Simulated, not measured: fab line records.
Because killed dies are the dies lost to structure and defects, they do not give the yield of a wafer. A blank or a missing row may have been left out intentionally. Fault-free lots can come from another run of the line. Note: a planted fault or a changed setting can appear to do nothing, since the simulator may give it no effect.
Chamber matching || flow nand harc || rie diel-11 running NHARC_A_STAIRCASE_ETCH_17: 4 sister chambers
The step etches the open film in C4F8/O2, target depth 100 nm, time 40.5 s. 14 wafers are shown with their chamber, then 7 later ones without.

== WAFERS PAIRED WITH THEIR CHAMBERS ==
{"wafer": "L176.3", "chamber": 0, "rf vpp V (V)": 886, "oes product au (a.u.)": 0.945}
{"wafer": "L176.4", "chamber": 3, "rf vpp V (V)": 892, "oes product au (a.u.)": 0.952}
{"wafer": "L176.5", "chamber": 1, "rf vpp V (V)": 900, "oes product au (a.u.)": 0.933}
{"wafer": "L179.1", "chamber": 3, "rf vpp V (V)": 891, "oes product au (a.u.)": 0.948}
{"wafer": "L179.2", "chamber": 1, "rf vpp V (V)": 899, "oes product au (a.u.)": 0.939}
{"wafer": "L179.5", "chamber": 1, "rf vpp V (V)": 900, "oes product au (a.u.)": 0.935}
{"wafer": "L193.2", "chamber": 3, "rf vpp V (V)": 890, "oes product au (a.u.)": 0.957}
{"wafer": "L193.3", "chamber": 1, "rf vpp V (V)": 900, "oes product au (a.u.)": 0.938}
{"wafer": "L193.6", "chamber": 3, "rf vpp V (V)": 890, "oes product au (a.u.)": 0.957}
{"wafer": "L194.1", "chamber": 1, "rf vpp V (V)": 898, "oes product au (a.u.)": 0.937}
{"wafer": "L194.3", "chamber": 3, "rf vpp V (V)": 890, "oes product au (a.u.)": 0.954}
{"wafer": "L194.4", "chamber": 0, "rf vpp V (V)": 886, "oes product au (a.u.)": 0.958}
{"wafer": "L197.2", "chamber": 3, "rf vpp V (V)": 892, "oes product au (a.u.)": 0.942}
{"wafer": "L197.3", "chamber": 2, "rf vpp V (V)": 891, "oes product au (a.u.)": 0.938}

SIGNATURES (means of the wafers above)
{"reading": "rf vpp V", "chamber 0": 886.00, "chamber 1": 899.40, "chamber 2": 891.00, "chamber 3": 890.83, "scatter within a chamber": 0.896}
{"reading": "oes product au", "chamber 0": 0.95150, "chamber 1": 0.93640, "chamber 2": 0.93800, "chamber 3": 0.95167, "scatter within a chamber": 0.00526}
Rule: for a wafer and a chamber, the distance is found by dividing, reading by reading, the gap between the wafer's reading and the chamber's mean by the reading's scatter, squaring, summing and taking the root. The wafer belongs to the nearest chamber; if the next one is less than 2 further off, it can't be placed. The scatter is the square root of a quotient: the sum, over the shown wafers, of each reading's squared deviation from its chamber's mean, divided by wafers minus chambers.

== WAFERS WITHOUT THEIR CHAMBER ==
{"wafer": "L197.6", "rf vpp V (V)": 900, "oes product au (a.u.)": 0.940}
{"wafer": "L195.1", "rf vpp V (V)": 887, "oes product au (a.u.)": 0.968}
{"wafer": "L195.2", "rf vpp V (V)": 894, "oes product au (a.u.)": 0.944}
{"wafer": "L195.5", "rf vpp V (V)": 891, "oes product au (a.u.)": 0.950}
{"wafer": "L198.2", "rf vpp V (V)": 892, "oes product au (a.u.)": 0.935}
{"wafer": "L198.3", "rf vpp V (V)": 907, "oes product au (a.u.)": 0.944}
{"wafer": "L198.6", "rf vpp V (V)": 901, "oes product au (a.u.)": 0.930}

== EACH ONE'S CHAMBER ==
{"wafer": "L197.6", "from the rows above": 1, "in truth": 1}
{"wafer": "L195.1", "from the rows above": "can't be placed: 0 or 3", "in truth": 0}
{"wafer": "L195.2", "from the rows above": "can't be placed: 2 or 3", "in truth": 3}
{"wafer": "L195.5", "from the rows above": "can't be placed: 3 or 2", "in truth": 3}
{"wafer": "L198.2", "from the rows above": 2, "in truth": 2}
{"wafer": "L198.3", "from the rows above": 1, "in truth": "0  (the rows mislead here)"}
{"wafer": "L198.6", "from the rows above": 1, "in truth": 1}
Correctly placed: 3 of 7. Unplaceable from these rows: 3, with the true chamber sitting among the candidates in 3. Number placed wrongly: 1.
